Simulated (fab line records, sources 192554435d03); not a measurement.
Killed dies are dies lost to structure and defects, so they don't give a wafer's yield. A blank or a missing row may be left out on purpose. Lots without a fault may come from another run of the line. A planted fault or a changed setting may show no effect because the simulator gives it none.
fab line records | flow n5_finfet | part 1 of 2: steps 1 to 23 of 29
record lots=5 wafers=15 last_day=16
route steps=1938 shown BEOL_M12@1611
lots that met no fault: from a run of the same line without faults
start_h: hours from the record's first day to the start of the lot's first wafer shown | wait_h: hours since the lot's step before | " the same as in the row above | L1.1+2: a row that stands for several wafers | - no value, or no start given | * or withheld: withheld | < > ~ a bound
route shown NAME@n: a module of which the file shows steps, and the number in the route of the first | usual: mean/standard deviation of fault-free wafers | same: alike in all rows | chamber/n: place in a boat | sites: the reading at each site | _std_site: their standard deviation | _edge_site: outer sites' mean less inner sites' | radius_mm: how far each site lies from the wafer's centre | mask NAME#n: copy n | behind: the tool/chamber that last shaped the wafer | hold: why the lot was held/for how many hours/how that ended | device: the transistor (n, p or np) that didn't switch | end of line: the same wafers' tests at the end of the route | a step without rows: its recipe alone | killed: dies lost to structure and defects at the first sort, not the wafer's yield | map: a wafer's dies, x killed, . not, _ none there
set.NAME: the setting as run; set.NAME@STEP: as run at that earlier step | model.NAME: the simulator's own value behind a step, which no gauge read
lots at some steps of the route; a table a step, a row a wafer
services: from which hour (start_h, from the record's first day; less than 0 if before it) a tool's chamber was out of use, for how many hours, and why
## steps
# step N5_BEOL_M12_HARDBAKE_14
# recipe temp_c=130 time_s=120
# usual resist_line_temp_C=22.97/0.11
# columns lot.wafer tool chamber start_h wait_h resist_line_temp_C
L076.3 litho_track-01 0 - - 23.00
L076.5 " 0 " " 23.02
L076.6 " 0 " " 23.03
L080.1 litho_track-02 0 - - 22.93
L080.2 " 0 " " 22.92
L080.4 " 0 " " 22.72
L085.2 litho_track-02 0 - - 23.17
L085.4 " 0 " " 23.02
L085.6 " 0 " " 23.15
L089.2 litho_track-01 0 - - 23.00
L089.3 " 0 " " 22.91
L089.4 " 0 " " 22.75
L091.1 litho_track-04 0 - - 22.85
L091.3 " 0 " " 22.88
L091.4 " 0 " " 23.07
# step N5_BEOL_M12_CD_MEAS_10
# recipe target_cd_nm=140 landing_energy_ev=500 detector=se_inlens polarity=opening
# usual cd_nm=139.9/1.3
# columns lot.wafer tool chamber start_h wait_h cd_nm
L076.3 cd_sem-03 0 251.07 - 139.8
L076.5 " 0 " " 140.5
L076.6 " 0 " " 140.8
L080.1 cd_sem-01 0 267.54 - 139.3
L080.2 " 0 " " 142.1
L080.4 " 0 " " 139.2
L085.2 cd_sem-03 0 301.28 - 140.1
L085.4 " 0 " " 140.1
L085.6 " 0 " " 141.0
L089.2 cd_sem-01 0 316.03 - 139.5
L089.3 " 0 " " 140.7
L089.4 " 0 " " 140.5
L091.1 cd_sem-03 0 343.18 - 137.9
L091.3 " 0 " " 140.1
L091.4 " 0 " " 138.2
# step N5_BEOL_M12_OVL_MEAS_11
# recipe points_per_wafer=44
# usual V11_OVL=-5/6
# columns lot.wafer tool chamber start_h wait_h V11_OVL[nm]
L076.3 overlay-02 0 251.10 0.0 8
L076.5 " 0 " " -2
L076.6 " 0 " " -3
L080.1 overlay-02 0 267.57 0.0 -12
L080.2 " 0 " " -7
L080.4 " 0 " " -6
L085.2 overlay-01 0 301.31 0.0 -9
L085.4 " 0 " " -7
L085.6 " 0 " " -3
L089.2 overlay-02 0 316.06 0.0 -3
L089.3 " 0 " " -2
L089.4 " 0 " " -6
L091.1 overlay-02 0 343.21 0.0 -10
L091.3 " 0 " " -4
L091.4 " 0 " " 2
# step N5_BEOL_M12_INSPECT_12
# recipe mode=adi inspect_instrument=macro
# usual raw_defect_count=2.1/1.4
# columns lot.wafer tool chamber start_h wait_h raw_defect_count
L076.3 defect_inspect-01 - 251.12 0.0 2
L076.5 " - " " 3
L076.6 " - " " 4
L080.1 defect_inspect-01 - 267.59 0.0 2
L080.2 " - " " 2
L080.4 " - " " 2
L085.2 defect_inspect-02 - 301.33 0.0 2
L085.4 " - " " 2
L085.6 " - " " 4
L089.2 defect_inspect-02 - 316.09 0.0 4
L089.3 " - " " 4
L089.4 " - " " 2
L091.1 defect_inspect-01 - 343.24 0.0 3
L091.3 " - " " 1
L091.4 " - " " 2
# step N5_BEOL_M12_DESCUM_15
# recipe chemistry=O2 time_s=7.9 source_power_w=50 bias_power_w=20 pressure_mtorr=20 rf_frequency_hz=2.712e+07 temp_c=40 o2_flow_sccm=225
# usual drypump_motor_current_A=5.6/0.44 o2_flow_sccm=224.9/0.64 oes_product_au=0.82/0.075 rf_vpp_V=243.0/1.5 showerhead_plenum_p_Torr=2.08/0.078 throttle_valve_pct=20.40/0.19
# columns lot.wafer tool chamber start_h wait_h drypump_motor_current_A o2_flow_sccm oes_product_au rf_hours_counter_h rf_vpp_V showerhead_plenum_p_Torr throttle_valve_pct
L076.3 rie_diel-05 0 251.15 0.0 5.5 225.0 0.84 61 242.5 2.03 20.18
L076.5 " 2 " " 5.6 225.1 0.83 - 242.1 2.01 20.60
L076.6 " 1 " " 6.1 225.5 0.87 - 244.6 2.13 20.16
L080.1 rie_diel-06 3 267.63 0.0 5.7 224.9 0.93 11 244.3 2.15 20.52
L080.2 " 1 " " 6.3 224.3 0.82 74 244.8 2.22 20.59
L080.4 " 0 " " 4.8 224.9 0.81 89 244.5 2.20 20.62
L085.2 rie_diel-06 3 301.37 0.0 5.7 224.8 0.90 24 242.7 2.14 20.57
L085.4 " 1 " " 6.2 225.5 0.81 - 245.2 2.21 20.61
L085.6 " 3 " " 5.7 224.3 0.90 - 244.5 2.14 20.54
L089.2 rie_diel-01 0 316.16 0.1 6.2 224.3 0.91 22 242.3 2.05 20.50
L089.3 " 1 " " 5.6 224.9 0.95 10 242.0 2.05 20.25
L089.4 " 2 " " 5.3 225.6 0.72 170 241.4 2.01 20.38
L091.1 rie_diel-06 0 343.27 0.0 4.8 225.8 0.78 119 244.8 2.19 20.67
L091.3 " 3 " " 5.7 224.0 0.85 43 244.0 2.14 20.59
L091.4 " 1 " " 6.2 224.9 0.79 103 246.1 2.21 20.64
# step N5_BEOL_M12_ETCH_59
# recipe chemistry=N2/H2 target=BARC target_depth_a=890 overetch_a=267 time_s=67.9 ion_energy_ev=200 pressure_mtorr=30 source_w=840 bias_w=150 n2_flow_sccm=200 h2_flow_sccm=200
# usual drypump_motor_current_A=5.6/0.44 oes_product_au=0.70/0.06 rf_vpp_V=523.6/2.7 showerhead_plenum_p_Torr=2.53/0.094 throttle_valve_pct=17.84/0.17
# columns lot.wafer tool chamber start_h wait_h drypump_motor_current_A oes_product_au rf_hours_counter_h rf_vpp_V showerhead_plenum_p_Torr throttle_valve_pct
L076.3 rie_diel-05 0 251.19 0.0 5.5 0.71 61 522.7 2.47 17.62
L076.5 " 2 " " 5.7 0.71 - 522.2 2.46 18.08
L076.6 " 1 " " 6.1 0.74 - 525.1 2.58 17.61
L080.1 rie_diel-06 3 267.66 0.0 5.7 0.79 11 525.8 2.60 17.85
L080.2 " 1 " " 6.2 0.70 74 526.9 2.69 18.04
L080.4 " 0 " " 4.8 0.69 89 527.0 2.67 17.94
L085.2 rie_diel-06 3 301.40 0.0 5.7 0.76 24 525.8 2.59 17.86
L085.4 " 1 " " 6.2 0.70 - 529.4 2.68 18.06
L085.6 " 3 " " 5.7 0.77 - 523.6 2.59 17.87
L089.2 rie_diel-01 0 316.19 0.0 6.2 0.77 22 521.8 2.50 17.98
L089.3 " 1 " " 5.7 0.80 10 522.8 2.49 17.65
L089.4 " 2 " " 5.3 0.62 170 520.8 2.43 17.89
L091.1 rie_diel-06 0 343.30 0.0 4.8 0.67 119 528.3 2.66 17.97
L091.3 " 3 " " 5.7 0.73 43 524.9 2.58 17.90
L091.4 " 1 " " 6.3 0.69 103 527.5 2.68 18.10
# step N5_BEOL_M12_VIA_ETCH_16
# recipe chemistry=C4F8/O2/Ar target=SiOC pressure_mtorr=30 source_w=3000 bias_w=700 Ar_flow_sccm=400 C4F8_flow_sccm=15 O2_flow_sccm=8 he_inner_torr=15 he_outer_torr=30 target_depth_a=7248 time_s=withheld ion_energy_ev=250 ends=cleared
# usual drypump_motor_current_A=5.6/0.43 oes_product_au=0.74/0.066 rf_vpp_V=665/3.3 showerhead_plenum_p_Torr=3.40/0.12 throttle_valve_pct=24.18/0.21
# columns lot.wafer tool chamber start_h wait_h drypump_motor_current_A oes_product_au rf_vpp_V showerhead_plenum_p_Torr throttle_valve_pct
L076.3 rie_diel-05 0 251.24 0.0 5.5 0.76 662 3.33 23.99
L076.5 " 2 " " 5.7 0.75 662 3.31 24.43
L076.6 " 1 " " 6.1 0.78 667 3.46 23.89
L080.1 rie_diel-06 3 267.71 0.0 5.7 0.84 667 3.49 24.31
L080.2 " 1 " " 6.2 0.73 669 3.60 24.39
L080.4 " 0 " " 4.8 0.73 670 3.58 24.34
L085.2 rie_diel-06 3 301.45 0.0 5.7 0.81 667 3.49 24.34
L085.4 " 1 " " 6.3 0.73 670 3.60 24.42
L085.6 " 3 " " 5.7 0.81 665 3.49 24.32
L089.2 rie_diel-01 0 316.24 0.0 6.2 0.83 664 3.37 24.39
L089.3 " 1 " " 5.6 0.86 663 3.37 24.09
L089.4 " 2 " " 5.3 0.67 661 3.26 24.00
L091.1 rie_diel-06 0 343.36 0.0 4.8 0.71 669 3.56 24.42
L091.3 " 3 " " 5.7 0.78 668 3.48 24.36
L091.4 " 1 " " 6.2 0.71 670 3.59 24.44
# step N5_BEOL_M12_STRIP_63
# recipe chemistry=N2/H2 power_w=1000 temp_c=250 h2_frac=0.65 overash_fraction=0.3 pressure_mtorr=1000 n2_flow_sccm=1750 h2_flow_sccm=3250
# usual drypump_motor_current_A=5.2/0.46 heater_power_w=336/50 oes_product_au=0.692/0.0046 strip_time_to_endpoint_s=42.4/0.78
# same overash_fraction=0.3
# columns lot.wafer tool chamber start_h wait_h drypump_motor_current_A heater_power_w oes_product_au rf_hours_counter_h strip_time_to_endpoint_s
L076.3 plasma_asher-01 0 251.46 - 5.1 325 0.698 - 43.3
L076.5 " 0 " " 5.1 329 0.688 - 42.7
L076.6 " 1 " " 4.7 372 0.691 - 42.5
L080.1 plasma_asher-02 1 267.91 - 6.0 223 0.696 121 42.9
L080.2 " 0 " " 5.7 373 0.695 121 43.7
L080.4 " 1 " " 6.0 230 0.689 - 42.1
L085.2 plasma_asher-02 0 301.65 - 5.7 379 0.696 127 42.1
L085.4 " 0 " " 5.7 370 0.688 - 41.9
L085.6 " 1 " " 6.0 226 0.689 - 41.1
L089.2 plasma_asher-01 1 316.44 - 4.7 371 0.689 85 41.2
L089.3 " 1 " " 4.7 380 0.693 - 41.6
L089.4 " 0 " " 5.1 324 0.681 - 40.2
L091.1 plasma_asher-01 0 343.56 - 5.1 320 0.694 90 42.7
L091.3 " 0 " " 5.1 326 0.698 - 43.7
L091.4 " 1 " " 4.7 369 0.693 - 42.9
# step N5_BEOL_M12_STRIP_64
# recipe chemistry=N2/H2 power_w=1000 temp_c=250 h2_frac=0.65 overash_fraction=0.3 pressure_mtorr=withheld n2_flow_sccm=1750 h2_flow_sccm=3250
# usual drypump_motor_current_A=5.2/0.45 heater_power_w=336/50 oes_product_au=0.715/0.0048 strip_time_to_endpoint_s=31.34/0.08
# same overash_fraction=0.3
# columns lot.wafer tool chamber start_h wait_h drypump_motor_current_A heater_power_w oes_product_au rf_hours_counter_h strip_time_to_endpoint_s
L076.3 plasma_asher-01 0 251.52 0.0 5.1 322 0.710 - 31.45
L076.5 " 0 " " 5.1 329 0.719 - 31.50
L076.6 " 1 " " 4.7 378 0.710 - 31.47
L080.1 plasma_asher-02 1 267.97 0.0 6.0 230 0.718 121 31.24
L080.2 " 0 " " 5.7 367 0.722 121 31.14
L080.4 " 1 " " 6.0 228 0.713 - 31.24
L085.2 plasma_asher-02 0 301.71 0.0 5.7 370 0.714 127 31.42
L085.4 " 0 " " 5.7 372 0.722 - 31.45
L085.6 " 1 " " 6.0 224 0.712 - 31.45
L089.2 plasma_asher-01 1 316.50 0.0 4.7 367 0.722 85 31.35
L089.3 " 1 " " 4.7 380 0.716 - 31.29
L089.4 " 0 " " 5.1 324 0.724 - 31.40
L091.1 plasma_asher-01 0 343.62 0.0 5.1 323 0.710 90 31.33
L091.3 " 0 " " 5.1 320 0.715 - 31.40
L091.4 " 1 " " 4.7 379 0.706 - 31.39
# step N5_BEOL_M12_STRIP_71
# recipe chemistry=post_etch_residue_remover time_s=60 temp_c=25 remover_ph=withheld remover_water_wt_pct=withheld remover_fluoride_wt_pct=withheld
# columns lot.wafer tool chamber start_h wait_h
L076.3+5+6 wet_bench-04 4,0,3 251.59 0.0
L080.1+2+4 wet_bench-01 3,0,7 268.06 0.1
L085.2+4+6 wet_bench-04 5,3,1 301.80 0.1
L089.2+3+4 wet_bench-05 0,3,6 316.59 0.1
L091.1+3+4 wet_bench-01 0,6,4 343.71 0.1
# step N5_BEOL_M12_SRD_72
# recipe time_s=30 temp_c=23 rinse_liquid=diw dry=n2_spin spin_rpm=1500 dry_time_s=30
# columns lot.wafer tool chamber start_h wait_h
L076.3+5+6 wet_bench-04 4,0,3 251.61 0.0
L080.1+2+4 wet_bench-01 3,0,7 268.08 0.0
L085.2+4+6 wet_bench-04 5,3,1 301.82 0.0
L089.2+3+4 wet_bench-05 0,3,6 316.61 0.0
L091.1+3+4 wet_bench-01 0,6,4 343.74 0.0
# step N5_BEOL_M12_CD_MEAS_17
# recipe target_cd_nm=140 polarity=opening
# usual cd_nm=140.2/1.7
# columns lot.wafer tool chamber start_h wait_h cd_nm
L076.3 cd_sem-01 - 251.65 0.0 139.9
L076.5 " - " " 141.2
L076.6 " - " " 141.6
L080.1 cd_sem-02 - 268.12 0.0 139.4
L080.2 " - " " 142.2
L080.4 " - " " 140.1
L085.2 cd_sem-02 - 301.86 0.0 140.5
L085.4 " - " " 140.7
L085.6 " - " " 142.2
L089.2 cd_sem-01 - 316.65 0.0 141.1
L089.3 " - " " 140.2
L089.4 " - " " 140.9
L091.1 cd_sem-01 - 343.80 0.0 137.8
L091.3 " - " " 140.9
L091.4 " - " " 138.0
# step N5_BEOL_M12_COAT_65
# recipe resist=SOC temp_c=250 time_s=60 spin_rpm=1500 resist_thk_nm=300
# usual resist_line_temp_C=23.01/0.1
# columns lot.wafer tool chamber start_h wait_h resist_line_temp_C
L076.3 litho_track-02 0 251.68 0.0 23.07
L076.5 " 0 " " 23.00
L076.6 " 0 " " 23.15
L080.1 litho_track-04 0 268.15 0.0 23.12
L080.2 " 0 " " 23.14
L080.4 " 0 " " 23.12
L085.2 litho_track-04 0 301.90 0.0 23.10
L085.4 " 0 " " 23.01
L085.6 " 0 " " 22.97
L089.2 litho_track-01 0 316.68 0.0 22.85
L089.3 " 0 " " 23.14
L089.4 " 0 " " 23.02
L091.1 litho_track-02 0 343.84 0.0 22.90
L091.3 " 0 " " 22.95
L091.4 " 0 " " 22.97
# step N5_BEOL_M12_COAT_66
# recipe resist=SiARC temp_c=220 time_s=60 spin_rpm=1500 resist_thk_nm=110
# usual resist_line_temp_C=23.02/0.097
# columns lot.wafer tool chamber start_h wait_h resist_line_temp_C
L076.3 litho_track-02 0 - - 23.08
L076.5 " 0 " " 22.99
L076.6 " 0 " " 23.01
L080.1 litho_track-04 0 - - 22.89
L080.2 " 0 " " 23.01
L080.4 " 0 " " 22.94
L085.2 litho_track-04 0 - - 23.01
L085.4 " 0 " " 23.16
L085.6 " 0 " " 23.16
L089.2 litho_track-01 0 - - 23.08
L089.3 " 0 " " 23.05
L089.4 " 0 " " 22.96
L091.1 litho_track-02 0 - - 22.93
L091.3 " 0 " " 23.04
L091.4 " 0 " " 22.90
# step N5_BEOL_M12_COAT_22
# recipe spin_rpm=2888 resist_thk_nm=300
# usual resist_line_temp_C=23.01/0.12
# columns lot.wafer tool chamber start_h wait_h resist_line_temp_C
L076.3 litho_track-02 0 - - 23.21
L076.5 " 0 " " 23.17
L076.6 " 0 " " 23.13
L080.1 litho_track-04 0 - - 22.88
L080.2 " 0 " " 22.86
L080.4 " 0 " " 22.92
L085.2 litho_track-04 0 - - 23.15
L085.4 " 0 " " 23.00
L085.6 " 0 " " 23.15
L089.2 litho_track-01 0 - - 22.93
L089.3 " 0 " " 22.82
L089.4 " 0 " " 22.94
L091.1 litho_track-02 0 - - 23.14
L091.3 " 0 " " 23.09
L091.4 " 0 " " 23.14
# step N5_BEOL_M12_EBR_24
# recipe solvent=PGMEA ebr_width_mm=1.5
# usual resist_line_temp_C=23.01/0.1
# columns lot.wafer tool chamber start_h wait_h resist_line_temp_C
L076.3 litho_track-02 0 - - 22.70
L076.5 " 0 " " 22.98
L076.6 " 0 " " 22.92
L080.1 litho_track-04 0 - - 23.13
L080.2 " 0 " " 23.08
L080.4 " 0 " " 23.02
L085.2 litho_track-04 0 - - 23.11
L085.4 " 0 " " 23.12
L085.6 " 0 " " 23.13
L089.2 litho_track-01 0 - - 23.04
L089.3 " 0 " " 23.03
L089.4 " 0 " " 22.96
L091.1 litho_track-02 0 - - 22.97
L091.3 " 0 " " 23.07
L091.4 " 0 " " 22.77
# step N5_BEOL_M12_SOFTBAKE_23
# recipe temp_c=130 time_s=60
# usual resist_line_temp_C=23.00/0.099
# columns lot.wafer tool chamber start_h wait_h resist_line_temp_C
L076.3 litho_track-02 0 - - 23.13
L076.5 " 0 " " 23.06
L076.6 " 0 " " 22.94
L080.1 litho_track-04 0 - - 23.05
L080.2 " 0 " " 22.98
L080.4 " 0 " " 23.04
L085.2 litho_track-04 0 - - 22.89
L085.4 " 0 " " 22.89
L085.6 " 0 " " 23.11
L089.2 litho_track-01 0 - - 22.92
L089.3 " 0 " " 22.98
L089.4 " 0 " " 23.10
L091.1 litho_track-02 0 - - 22.95
L091.3 " 0 " " 23.01
L091.4 " 0 " " 22.93
# step N5_BEOL_M12_EXPOSE_25
# recipe mask_id=M12 na=0.93 source_shape=conventional sigma_outer=0.4 polarization=unpolarized dose_mj=21.8
# columns lot.wafer tool chamber start_h wait_h mask
L076.3+5+6 krf_scanner-01 0 251.94 - M12#0
L080.1+2+4 krf_scanner-02 0 268.43 - M12#0
L085.2+4+6 krf_scanner-02 0 302.02 - M12#0
L089.2+3+4 krf_scanner-02 0 318.17 - M12#0
L091.1+3+4 krf_scanner-01 0 343.96 - M12#0
# step N5_BEOL_M12_PEB_26
# recipe peb_temp_c=130 peb_time_s=90
# usual resist_line_temp_C=23.03/0.12
# columns lot.wafer tool chamber start_h wait_h resist_line_temp_C
L076.3 litho_track-01 0 251.99 0.0 22.96
L076.5 " 0 " " 22.92
L076.6 " 0 " " 23.20
L080.1 litho_track-02 0 268.49 0.1 22.98
L080.2 " 0 " " 22.91
L080.4 " 0 " " 22.94
L085.2 litho_track-02 0 302.07 0.0 23.15
L085.4 " 0 " " 23.12
L085.6 " 0 " " 23.17
L089.2 litho_track-02 0 318.23 0.0 23.11
L089.3 " 0 " " 23.06
L089.4 " 0 " " 22.98
L091.1 litho_track-02 0 344.01 0.1 22.77
L091.3 " 0 " " 22.82
L091.4 " 0 " " 22.86
# step N5_BEOL_M12_DEVELOP_27
# recipe develop_time_s=45 rinse_liquid=diw dry=air_spin dev_temp_c=21
# usual resist_line_temp_C=23.01/0.1
# columns lot.wafer tool chamber start_h wait_h resist_line_temp_C
L076.3 litho_track-01 0 - - 23.10
L076.5 " 0 " " 23.28
L076.6 " 0 " " 23.14
L080.1 litho_track-02 0 - - 23.03
L080.2 " 0 " " 22.89
L080.4 " 0 " " 22.71
L085.2 litho_track-02 0 - - 22.97
L085.4 " 0 " " 22.86
L085.6 " 0 " " 23.18
L089.2 litho_track-02 0 - - 22.98
L089.3 " 0 " " 22.90
L089.4 " 0 " " 23.03
L091.1 litho_track-02 0 - - 23.12
L091.3 " 0 " " 23.06
L091.4 " 0 " " 23.08
# step N5_BEOL_M12_HARDBAKE_32
# recipe temp_c=130 time_s=120
# usual resist_line_temp_C=23.00/0.1
# columns lot.wafer tool chamber start_h wait_h resist_line_temp_C
L076.3 litho_track-01 0 - - 23.12
L076.5 " 0 " " 23.27
L076.6 " 0 " " 23.09
L080.1 litho_track-02 0 - - 23.04
L080.2 " 0 " " 23.02
L080.4 " 0 " " 22.96
L085.2 litho_track-02 0 - - 22.87
L085.4 " 0 " " 22.71
L085.6 " 0 " " 22.85
L089.2 litho_track-02 0 - - 23.06
L089.3 " 0 " " 22.96
L089.4 " 0 " " 22.93
L091.1 litho_track-02 0 - - 22.99
L091.3 " 0 " " 23.06
L091.4 " 0 " " 23.05
# step N5_BEOL_M12_CD_MEAS_28
# recipe target_cd_nm=160.2 landing_energy_ev=500 detector=se_inlens polarity=opening
# usual cd_nm=160.1/1.1
# columns lot.wafer tool chamber start_h wait_h cd_nm
L076.3 cd_sem-03 0 252.10 - 160.0
L076.5 " 0 " " 159.7
L076.6 " 0 " " 159.8
L080.1 cd_sem-01 0 268.60 - 160.7
L080.2 " 0 " " 160.4
L080.4 " 0 " " 160.5
L085.2 cd_sem-03 0 302.19 - 160.6
L085.4 " 0 " " 158.3
L085.6 " 0 " " 161.1
L089.2 cd_sem-01 0 318.34 - 161.3
L089.3 " 0 " " 159.9
L089.4 " 0 " " 159.5
L091.1 cd_sem-02 0 344.13 - 158.4
L091.3 " 0 " " 157.0
L091.4 " 0 " " 160.0
# step N5_BEOL_M12_OVL_MEAS_29
# recipe points_per_wafer=44
# usual M12_OVL=-2/5.9
# columns lot.wafer tool chamber start_h wait_h M12_OVL[nm]
L076.3 overlay-01 0 252.13 0.0 -1
L076.5 " 0 " " -2
L076.6 " 0 " " -3
L080.1 overlay-02 0 268.63 0.0 -12
L080.2 " 0 " " -2
L080.4 " 0 " " -7
L085.2 overlay-01 0 302.22 0.0 -3
L085.4 " 0 " " -9
L085.6 " 0 " " -10
L089.2 overlay-01 0 318.37 0.0 -1
L089.3 " 0 " " -1
L089.4 " 0 " " -2
L091.1 overlay-02 0 344.16 0.0 4
L091.3 " 0 " " 11
L091.4 " 0 " " 0
